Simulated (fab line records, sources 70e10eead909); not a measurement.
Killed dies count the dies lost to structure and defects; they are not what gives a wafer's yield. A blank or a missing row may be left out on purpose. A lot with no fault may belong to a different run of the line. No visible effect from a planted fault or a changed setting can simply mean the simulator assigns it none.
fab line records | flow nandHarc
record: lots: 7 wafers: 21 lastDay: 24
route steps=1159 shown THIN_TSV@1114 END@1159
lots with no fault: from the same line, run without faults
startH: hours from the record's first day to the start of the lot's first wafer shown | waitH: hours from the lot's prior step to this one | " as in the row above | L1.1+2: a single row standing in for several wafers | - no value present, or no start provided | * or withheld: withheld | < > ~ a bound
route shown NAME@n: NAME is a module with steps in the file, n the number in the route of the first one | usual: average and standard deviation across the fault-free wafers | same: alike in all rows | chamber/n: place in a boat | sites: readings site by site | _std_site: their standard deviation | _edge_site: outer sites' mean less inner sites' | radiusMm: for every site, how far away it sits from the centre of the wafer | mask NAME#n: copy n | behind: tool/chamber where the wafer was last shaped | hold: why the lot was held/for how many hours/how that ended | device: names the non-switching transistor (n, p or np) | end of line: the same wafers' tests at the end of the route | for a step that has no rows: nothing shown but its recipe | killed: not the wafer's yield, but the dies lost to structure and defects at the first sort | map: the dies of a wafer, with x for killed, . for not killed, _ for no die there
set.NAME: setting as actually run; set.NAME@STEP: the setting as run at that earlier step | model.NAME: the simulator's own value behind a step, which no gauge read
lots at selected steps of the route; one table per step, one row per wafer
services: from which hour (startH, from the record's first day; less than 0 if before it) a tool's chamber was out of use, for how many hours, and why
== steps ==
step: NHARC_THIN_TSV_PEB_10
recipe: pebTempC: 118 pebTimeS: 85
step: NHARC_THIN_TSV_DEVELOP_11
recipe: timeS: 70
step: NHARC_THIN_TSV_CD_MEAS_12
recipe: targetCdNm: 1000 landingEnergyEv: 500
usual: cdNm: 1000.5/2.7
columns lot.wafer tool chamber startH waitH cdNm
L588.1 cdSem-01 0 434.53 - 997.8
L588.5 " 0 " " 999.6
L588.6 " 0 " " 999.5
L589.3 cdSem-02 0 437.07 - 1001.1
L589.5 " 0 " " 998.0
L589.6 " 0 " " 1000.6
L597.2 cdSem-01 0 474.19 - 1000.1
L597.3 " 0 " " 999.0
L597.6 " 0 " " 1001.5
L596.1 cdSem-02 0 475.41 - 998.0
L596.3 " 0 " " 999.7
L596.4 " 0 " " 996.1
L598.1 cdSem-02 0 490.66 - 995.9
L598.4 " 0 " " 998.0
L598.5 " 0 " " 992.4
L605.3 cdSem-01 0 540.21 - 999.9
L605.5 " 0 " " 999.8
L605.6 " 0 " " 998.0
L609.1 cdSem-02 0 558.04 - 1000.5
L609.2 " 0 " " 1003.2
L609.5 " 0 " " 1000.9
step: NHARC_THIN_TSV_HARDBAKE_13
recipe: tempC: 125 timeS: 80
step: NHARC_THIN_TSV_DESCUM_14
recipe: timeS: 3 o2FlowSccm: 200 arFlowSccm: 0 biasPowerW: 0 chemistry: O2
usual: drypumpMotorCurrentA: 5.5/0.37 mfcArSccm: 0.004/0.0074 oesProductAu: 1.001/0.015 rfVppV: 57.9/0.88 showerheadPlenumPTorr: 1.92/0.073 throttleValvePct: 11.311/0.0096
columns lot.wafer tool chamber startH waitH drypumpMotorCurrentA mfcArSccm oesProductAu rfHoursCounterH rfVppV showerheadPlenumPTorr throttleValvePct
L588.1 rieDiel-01 2 434.70 - 5.2 0 1.009 10 57.4 2.06 11.331
L588.5 " 2 " " 5.2 0 1.016 - 58.0 2.06 11.316
L588.6 " 3 " " 5.9 0.004 1.024 - 57.5 1.99 11.329
L589.3 rieDiel-01 3 437.24 - 5.9 0.004 1.022 9 59.2 1.99 11.309
L589.5 " 1 " " 6.3 0.008 1.001 - 58.6 1.92 11.314
L589.6 " 2 " " 5.2 0 1.008 - 59.1 2.06 11.304
L597.2 rieDiel-07 2 474.36 - 5.3 0 0.994 7 58.1 1.96 11.299
L597.3 " 0 " " 5.5 0.025 0.992 7 58.7 1.91 11.310
L597.6 " 2 " " 5.3 0 0.992 - 58.6 1.96 11.318
L596.1 rieDiel-08 2 475.57 - 4.9 0 1.004 11 57.7 1.99 11.310
L596.3 " 3 " " 5.1 0.001 0.995 12 56.9 1.79 11.306
L596.4 " 1 " " 5.4 0 1.005 10 58.9 1.97 11.310
L598.1 rieDiel-07 2 490.83 - 5.3 0 0.983 8 58.2 1.96 11.314
L598.5 " 1 " " 5.3 0.003 1.003 - 57.2 1.85 11.296
L598.4 " 2 " " 5.3 0 0.989 - 58.6 1.96 11.311
L605.3 rieDiel-01 3 540.36 - 5.9 0.004 1.016 2 58.6 1.99 11.315
L605.5 " 3 " " 5.9 0.004 1.022 - 57.8 1.99 11.319
L605.6 " 0 " " 6.0 0.003 1.010 - 57.8 1.80 11.307
L609.1 rieDiel-01 3 558.21 - 5.9 0.004 1.014 3 58.7 1.99 11.316
L609.2 " 0 " " 6.0 0.003 1.002 3 55.5 1.80 11.306
L609.5 " 2 " " 5.2 0 0.992 - 58.4 2.05 11.312
step: NHARC_THIN_TSV_ETCH_44
recipe: targetDepthA: 15942 timeS: 797.1 cf4FlowSccm: 150 o2FlowSccm: 10 arFlowSccm: 0 rfW: 300 biasW: 800 chemistry: CF4/O2
step: NHARC_THIN_TSV_ETCH_15
recipe: targetDepthA: 30000 boschTargetOveretchCycles: 2 boschEtchStepS: 2.8 boschDepStepS: 1.2 boschCycles: 14
step: NHARC_THIN_TSV_CD_MEAS_16
usual: cdNm: 1000.8/2.8
columns lot.wafer tool chamber startH waitH cdNm
L588.1 cdSem-01 - 435.50 0.1 997.9
L588.5 " - " " 999.9
L588.6 " - " " 999.5
L589.3 cdSem-03 - 438.03 0.1 1001.2
L589.5 " - " " 998.6
L589.6 " - " " 1000.5
L597.2 cdSem-03 - 475.16 0.1 1000.8
L597.3 " - " " 998.4
L597.6 " - " " 1001.8
L596.1 cdSem-01 - 476.37 0.1 998.0
L596.3 " - " " 1001.0
L596.4 " - " " 996.5
L598.1 cdSem-01 - 491.76 0.1 996.2
L598.4 " - " " 998.6
L598.5 " - " " 992.4
L605.3 cdSem-02 - 541.17 0.1 1001.3
L605.5 " - " " 1001.0
L605.6 " - " " 998.9
L609.1 cdSem-01 - 559.14 0.1 1000.2
L609.2 " - " " 1002.6
L609.5 " - " " 1000.0
step: NHARC_THIN_TSV_STRIP_45
recipe: powerW: 1500 tempC: 250 chemistry: O2
usual: drypumpMotorCurrentA: 5.9/0.38 heaterPowerW: 321/20
columns lot.wafer tool chamber startH waitH drypumpMotorCurrentA heaterPowerW rfHoursCounterH
L588.1 plasmaAsher-01 0 435.68 0.2 6.5 291 51
L588.6 " 1 " " 5.8 331 -
L588.5 " 0 " " 6.4 301 -
L589.3 plasmaAsher-02 1 438.19 0.2 6.0 322 -
L589.6 " 1 " " 6.0 309 -
L589.5 " 0 " " 5.4 354 -
L597.2 plasmaAsher-02 1 475.29 0.1 6.0 312 38
L597.3 " 1 " " 6.0 303 -
L597.6 " 1 " " 6.1 312 -
L596.1 plasmaAsher-01 1 476.58 0.2 5.9 328 5
L596.4 " 1 " " 5.9 321 -
L596.3 " 0 " " 6.5 294 -
L598.1 plasmaAsher-02 1 491.88 0.1 6.0 319 42
L598.4 " 0 " " 5.4 346 -
L598.5 " 0 " " 5.4 344 -
L605.3 plasmaAsher-01 1 541.59 0.4 5.9 322 -
L605.6 " 0 " " 6.5 293 -
L605.5 " 1 " " 5.9 332 -
L609.1 plasmaAsher-01 0 559.21 0.1 6.5 287 30
L609.2 " 1 " " 5.9 322 30
L609.5 " 0 " " 6.5 295 -
step: NHARC_THIN_TSV_STRIP_46
recipe: timeS: 1200 tempC: 72.5 chemistry: postEtchResidueRemover
step: NHARC_THIN_TSV_DEP_47
recipe: targetThkA: 2000 tempC: withheld pressureTorr: 6.5 rfW: 900 teosFlowSccm: 161.4 flowSccm: 2650 targetThkNm: 200 gas: O2 material: SiO2
usual: throttleValvePct: 15.6/0.67
columns lot.wafer tool chamber startH waitH throttleValvePct
L588.1 pecvd-02 0 436.52 - 15.1
L588.5 " 1 " " 14.6
L588.6 " 2 " " 15.4
L589.3 pecvd-02 1 439.00 - 14.7
L589.5 " 2 " " 15.1
L589.6 " 0 " " 15.0
L597.2 pecvd-02 2 476.10 - 14.8
L597.3 " 0 " " 14.9
L597.6 " 0 " " 15.3
L596.1 pecvd-02 0 477.37 - 15.2
L596.3 " 1 " " 14.7
L596.4 " 2 " " 15.4
L598.1 pecvd-03 0 492.70 - 16.2
L598.5 " 0 " " 16.3
L598.4 " 1 " " 15.9
L605.3 pecvd-02 2 542.24 - 15.6
L605.6 " 2 " " 15.1
L605.5 " 1 " " 15.4
L609.1 pecvd-02 1 560.06 - 15.0
L609.2 " 2 " " 15.4
L609.5 " 2 " " 15.3
step: NHARC_THIN_TSV_ETCHBACK_48
recipe: targetDepthA: 10285 overEtchFrac: 0.3 timeS: 405.17 ionEnergyEv: 250 c4f8FlowSccm: withheld arFlowSccm: withheld rfW: 600 biasW: 300 chemistry: C4F8/Ar
usual: oesProductAu: 0.934/0.025 rfVppV: 547.1/3
columns lot.wafer tool chamber startH waitH oesProductAu rfHoursCounterH rfVppV
L588.1 rieDiel-08 3 436.94 - 0.912 10 542.5
L588.5 " 0 " " 0.928 - 547.5
L588.6 " 1 " " 0.920 - 549.1
L589.3 rieDiel-08 2 439.34 - 0.925 9 549.8
L589.5 " 1 " " 0.916 - 550.6
L589.6 " 2 " " 0.934 - 551.1
L597.3 rieDiel-07 1 476.49 - 0.956 7 544.5
L597.2 " 2 " " 0.944 7 549.2
L597.6 " 1 " " 0.959 - 545.6
L596.4 rieDiel-08 1 477.77 - 0.912 10 548.4
L596.3 " 2 " " 0.928 12 548.9
L596.1 " 0 " " 0.925 12 547.3
L598.1 rieDiel-07 0 493.19 - 0.918 9 545.9
L598.5 " 2 " " 0.920 - 549.6
L598.4 " 0 " " 0.917 - 547.7
L605.3 rieDiel-08 1 542.72 - 0.907 5 548.6
L605.5 " 3 " " 0.907 - 541.9
L605.6 " 0 " " 0.935 - 547.8
L609.2 rieDiel-08 2 560.41 - 0.945 6 549.2
L609.1 " 3 " " 0.904 5 541.9
L609.5 " 2 " " 0.946 - 549.0
step: NHARC_THIN_TSV_STRIP_62
recipe: powerW: 1500 tempC: 250 timeS: 20 chemistry: N2/H2
usual: drypumpMotorCurrentA: 5.9/0.38 heaterPowerW: 321/19
columns lot.wafer tool chamber startH waitH drypumpMotorCurrentA heaterPowerW rfHoursCounterH
L588.1 plasmaAsher-01 0 437.20 - 6.4 297 52
L588.6 " 0 " " 6.4 302 -
L588.5 " 1 " " 5.8 341 -
L589.3 plasmaAsher-02 1 439.73 - 6.0 310 -
L589.6 " 0 " " 5.4 351 -
L589.5 " 1 " " 6.0 307 -
L597.2 plasmaAsher-01 1 476.86 - - - -
L597.3 " 0 " " - - -
L597.6 " 1 " " - - -
L596.1 plasmaAsher-02 0 478.13 - - - -
L596.3 " 0 " " - - -
L596.4 " 1 " " - - -
L598.1 plasmaAsher-02 1 493.55 - - - -
L598.4 " 1 " " - - -
L598.5 " 1 " " - - -
L605.3 plasmaAsher-01 1 543.83 - 5.9 322 -
L605.5 " 1 " " 5.9 320 -
L605.6 " 0 " " 6.5 297 -
L609.2 plasmaAsher-01 1 560.77 - 5.8 327 31
L609.1 " 0 " " 6.5 291 31
L609.5 " 0 " " 6.5 288 -
step: NHARC_THIN_TSV_DEGAS_49
recipe: tempC: 300 timeS: 120
usual: heaterPowerW: 450/34
columns lot.wafer tool chamber startH waitH heaterPowerW
L588.1 pvdSputter-01 - 437.38 0.2 396
L588.5 " - " " 482
L588.6 " - " " 390
L589.3 pvdSputter-03 - 439.89 0.1 419
L589.6 " - " " 431
L589.5 " - " " 495
L597.2 pvdSputter-02 - 477.03 0.1 431
L597.3 " - " " 413
L597.6 " - " " 443
L596.4 pvdSputter-01 - 478.30 0.1 475
L596.3 " - " " 485
L596.1 " - " " 494
L598.4 pvdSputter-03 - 493.70 0.1 498
L598.1 " - " " 443
L598.5 " - " " 511
L605.3 pvdSputter-02 - 543.96 0.1 430
L605.6 " - " " 447
L605.5 " - " " 410
L609.2 pvdSputter-02 - 560.97 0.2 415
L609.1 " - " " 466
L609.5 " - " " 429
step: NHARC_END_SORT_01
recipe: tempC: 25
usual: defectLimitedYield: 96.0/1.3 killedAtArray: 24/8.4 killedAtOther: 0.7/1.1 killedAtPeriphery: 2.9/1.7 killedDies: 27/8.6 killedOpen: 3.3/1.8 killedShort: 1.8/1.4 sort_bin_2_pct: 1.3/0.56 sort_bin_3_pct: 0.19/0.18 sort_bin_4_pct: 2.6/0.84 sortNPass: 650/8.6 sortRimYieldPct: 96.1/2.3 sortYieldPct: 96.0/1.3
same: grossDies: 677 sort_bin_5_pct[%]: 0 sort_bin_6_pct[%]: 0 sort_bin_7_pct[%]: 0 sort_bin_8_pct[%]: 0 sortRimNGross: 106.00
columns lot.wafer tool chamber startH waitH defectLimitedYield[%] killedAtArray killedAtOther killedAtPeriphery killedDies killedOpen killedShort sort_bin_2_pct[%] sort_bin_3_pct[%] sort_bin_4_pct[%] sortNPass sortRimYieldPct[%] sortYieldPct[%]
L588.1 prober-02 0 458.13 2.5 95.3 27 0 5 32 2 2 1.2 0.15 3.4 645 95.3 95.3
L588.5 prober-02 0 461.31 3.7 95.1 32 1 0 33 1 3 1.0 0.44 3.4 644 94.3 95.1
L588.6 prober-02 0 462.11 4.0 94.1 37 0 3 40 3 2 1.9 0.59 3.4 637 96.2 94.1
L596.1 prober-01 0 488.84 2.5 94.8 27 5 3 35 10 3 1.5 0.44 3.2 642 92.5 94.8
L596.3 prober-01 0 490.45 3.1 93.8 31 6 5 42 10 4 2.1 0.44 3.7 635 96.2 93.8
L596.4 prober-01 0 491.25 3.4 94.2 27 9 3 39 13 4 2.1 0.15 3.5 638 95.3 94.2
L597.2 prober-02 0 490.42 2.8 95.3 19 8 5 32 9 3 1.3 0.74 2.7 645 93.4 95.3
L597.3 prober-02 0 491.23 3.1 92.5 37 13 1 51 13 5 2.1 0.30 5.2 626 90.6 92.5
L597.6 prober-02 0 493.64 4.0 95.7 19 9 1 29 6 3 0.9 0.15 3.2 648 93.4 95.7
L598.1 prober-02 0 507.89 2.5 94.7 28 7 1 36 8 2 2.2 0.30 2.8 641 96.2 94.7
L598.4 prober-02 0 510.29 3.4 95.0 23 8 3 34 9 1 1.2 0 3.8 643 91.5 95.0
L598.5 prober-02 0 511.09 3.7 95.3 22 8 2 32 9 3 1.6 0.30 2.8 645 93.4 95.3
L609.2 prober-01 0 575.85 2.8 97.6 11 0 5 16 2 1 0.9 0.15 1.3 661 93.4 97.6
L609.5 prober-01 0 578.23 3.7 97.0 17 1 2 20 6 2 1.2 0.15 1.6 657 98.1 97.0
killed by level:class
L588.1 A_CHANNEL_HOLE_D1:chamberFilmFlake=10 A_STAIRCASE:chamberFilmFlake=7 A_CONTACT:chamberFilmFlake=5 P_STI:chamberFilmFlake=2 A_ZERO_WELL:chamberFilmFlake=2 P_GATE:geometricParticle:open=1 P_M2:geometricParticle:open=1 A_CHANNEL_FILL_D1:geometricParticle:short=1
L588.5 A_CHANNEL_HOLE_D1:chamberFilmFlake=10 A_CONTACT:chamberFilmFlake=9 A_STAIRCASE:chamberFilmFlake=6 A_SLIT:chamberFilmFlake=2 A_CHANNEL_HOLE_D1:geometricParticle:short=1 A_CHANNEL_FILL_D1:geometricParticle:open=1 A_CONTACT:geometricParticle:short=1 STARTING-WAFER:geometricParticle:short=1
L588.6 A_CHANNEL_HOLE_D1:chamberFilmFlake=19 A_CONTACT:chamberFilmFlake=6 A_STAIRCASE:chamberFilmFlake=5 P_CONTACT:geometricParticle:short=1 P_CONTACT:geometricParticle:open=1 A_CHANNEL_FILL_D1:geometricParticle:open=1 A_STAIRCASE:geometricParticle:short=1 A_M0:geometricParticle:open=1
L596.1 A_CHANNEL_HOLE_D1:chamberFilmFlake=15 THIN_TSV:geometricParticle:open=5 A_CONTACT:chamberFilmFlake=4 A_CONTACT:geometricParticle:open=2 A_WL_FILL:chamberFilmFlake=2 P_GATE:geometricParticle:short=1 P_CONTACT:geometricParticle:open=1 P_M1:geometricParticle:short=1
L597.2 A_STAIRCASE:chamberFilmFlake=8 THIN_TSV:geometricParticle:open=6 A_CHANNEL_HOLE_D1:chamberFilmFlake=4 A_SLIT:chamberFilmFlake=4 P_ZERO_WELL:chamberFilmFlake=3 THIN_TSV:geometricParticle:short=2 P_CONTACT:geometricParticle:open=1 A_CONTACT:geometricParticle:open=1
L596.3 A_CHANNEL_HOLE_D1:chamberFilmFlake=15 THIN_TSV:geometricParticle:open=5 A_STAIRCASE:chamberFilmFlake=4 A_WL_FILL:chamberFilmFlake=3 A_CONTACT:chamberFilmFlake=3 A_CONTACT:geometricParticle:open=2 P_GATE:geometricParticle:open=1 P_M0:geometricParticle:open=1
L597.3 A_SLIT:chamberFilmFlake=14 THIN_TSV:geometricParticle:open=11 A_STAIRCASE:chamberFilmFlake=9 A_CHANNEL_HOLE_D1:chamberFilmFlake=5 THIN_TSV:geometricParticle:short=2 A_CHANNEL_FILL_D1:chamberFilmFlake=2 A_CHANNEL_FILL_D1:geometricParticle:short=1 A_WL_FILL:geometricParticle:short=1
L596.4 A_CHANNEL_HOLE_D1:chamberFilmFlake=14 THIN_TSV:geometricParticle:open=7 A_CONTACT:geometricParticle:open=3 A_STAIRCASE:chamberFilmFlake=3 THIN_TSV:geometricParticle:short=2 A_WL_FILL:chamberFilmFlake=2 A_CONTACT:chamberFilmFlake=2 P_CONTACT:geometricParticle:open=1
L597.6 A_SLIT:chamberFilmFlake=6 THIN_TSV:geometricParticle:open=5 A_STAIRCASE:chamberFilmFlake=5 A_CHANNEL_HOLE_D1:chamberFilmFlake=4 HYBRID_BOND:chamberFilmFlake=2 A_CHANNEL_FILL_D1:geometricParticle:short=1 A_CONTACT:geometricParticle:open=1 A_M0:geometricParticle:short=1
L598.1 A_SLIT:chamberFilmFlake=14 A_CHANNEL_HOLE_D1:chamberFilmFlake=7 THIN_TSV:geometricParticle:open=6 A_CONTACT:chamberFilmFlake=2 A_CHANNEL_HOLE_D1:geometricParticle:short=1 A_SGD_CUT:geometricParticle:open=1 A_CONTACT:geometricParticle:open=1 THIN_TSV:geometricParticle:short=1
L598.4 A_SLIT:chamberFilmFlake=13 THIN_TSV:geometricParticle:open=7 A_CHANNEL_HOLE_D1:chamberFilmFlake=3 A_STAIRCASE:chamberFilmFlake=3 P_M1:chamberFilmFlake=2 A_CONTACT:chamberFilmFlake=2 P_M0:geometricParticle:open=1 A_WL_FILL:geometricParticle:short=1
L598.5 A_SLIT:chamberFilmFlake=8 THIN_TSV:geometricParticle:open=7 A_CONTACT:chamberFilmFlake=5 A_STAIRCASE:chamberFilmFlake=3 P_GATE:geometricParticle:short=1 A_WL_FILL:geometricParticle:open=1 A_CONTACT:geometricParticle:open=1 A_BLC:geometricParticle:short=1
L609.2 A_CHANNEL_HOLE_D1:chamberFilmFlake=6 P_M2:chamberFilmFlake=4 A_CONTACT:chamberFilmFlake=2 P_CONTACT:geometricParticle:open=1 A_CONTACT:geometricParticle:short=1 A_M0:geometricParticle:open=1 A_WL_FILL:chamberFilmFlake=1
L609.5 A_CHANNEL_HOLE_D1:chamberFilmFlake=7 A_CONTACT:geometricParticle:open=2 A_CONTACT:chamberFilmFlake=2 P_STI:geometricParticle:short=1 P_GATE:geometricParticle:open=1 A_CHANNEL_HOLE_D1:geometricParticle:open=1 A_CHANNEL_FILL_D1:geometricParticle:open=1 A_WL_FILL:geometricParticle:short=1
map L596.3 (x killed, . not)
____________.____________
_________......._________
_______..........._______
______.............______
_____.......x......._____
____..x..............____
____...........x..xx.____
___....x...........x..___
___...............xx.x___
__....xx.........x..x.x__
__......x..........xx..__
_.................x.x..._
_..................x...._
_......................._
_......................._
_.x..........x.........._
.x............x..........
.........................
....................x..x.
.......x.................
.........................
_......................._
_......................._
_......................._
_..x.....x.x............_
_..x....xx.x............_
__.....................__
__..x..................__
___.....x.............___
___................x..___
____....x............____
____.................____
_____x.............._____
______..........x..______
_______..........._______
_________...x..._________
____________.____________
map L597.3 (x killed, . not)
____________.____________
_________......x_________
_______.......x..x_______
______.x....x...x..______
_____...x.........x._____
____...........x.....____
____.x..........x...x____
___................x..___
___...................___
__..........x........x.__
__........x.........x..__
_..............x........_
_.......x..............._
_......................._
_............x...x......_
_......................._
.........................
............x............
.........................
...............x..x......
.........................
_....x...........x....x._
_.............x........._
_..x......x.x.x......x.._
_......................._
_.x...x........xxx......_
__.....................__
__............xxx......__
___................x..___
___............x..x...___
____x................____
____...........x.x...____
_____..............x_____
______........x....______
_______........x.x_______
_________......._________
____________.____________
== services ==
columns tool chamber startH hours kind
pecvd-02 2 411.58 6.3 repair
rieDiel-08 2 450.55 1.4 repair
plasmaAsher-01 - 453.39 9.0 pm
plasmaAsher-01 0 453.39 9.0 ventCycle
plasmaAsher-01 1 453.39 9.0 ventCycle
pvdSputter-03 - 458.05 10.0 pm
plasmaAsher-01 0 462.39 - clean
plasmaAsher-01 1 462.39 - clean
pvdSputter-03 - 472.53 13.3 repair
pecvd-03 - 473.06 13.0 pm
rieDiel-08 - 478.80 9.0 pm
rieDiel-07 3 482.81 18.6 repair
pvdSputter-02 - 483.82 3.7 repair
plasmaAsher-02 - 488.68 1.2 repair
rieDiel-01 - 491.87 9.0 pm
plasmaAsher-01 - 493.25 11.4 repair
pecvd-02 0 506.60 12.7 repair
pvdSputter-03 - 508.08 69.7 repair
pecvd-03 1 508.97 11.0 repair
pvdSputter-02 - 510.73 4.9 repair
pecvd-02 - 515.16 13.0 pm
plasmaAsher-02 - 537.28 9.0 pm
rieDiel-07 1 553.52 4.3 repair
rieDiel-01 1 554.89 15.0 repair
== key ==
firstSign: step: NHARC_THIN_TSV_STRIP_62 reading: toolRecord direction: missing
effect: step: NHARC_END_SORT_01 reading: killedAtOther direction: up sigmas: 6.6 usual: 0.7 struck: 8.1
metAt NHARC_THIN_TSV_STRIP_62
struckWafers L596.1,L596.3,L596.4,L597.2,L597.3,L597.6,L598.1,L598.4,L598.5
onsetBetween 439.73 476.86
fault: kind: skippedStepWhole tool: plasmaAsher-01,plasmaAsher-02 chamber: - onsetH: 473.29 steps: NHARC_THIN_TSV_STRIP_62 scope: struckLotsOnly
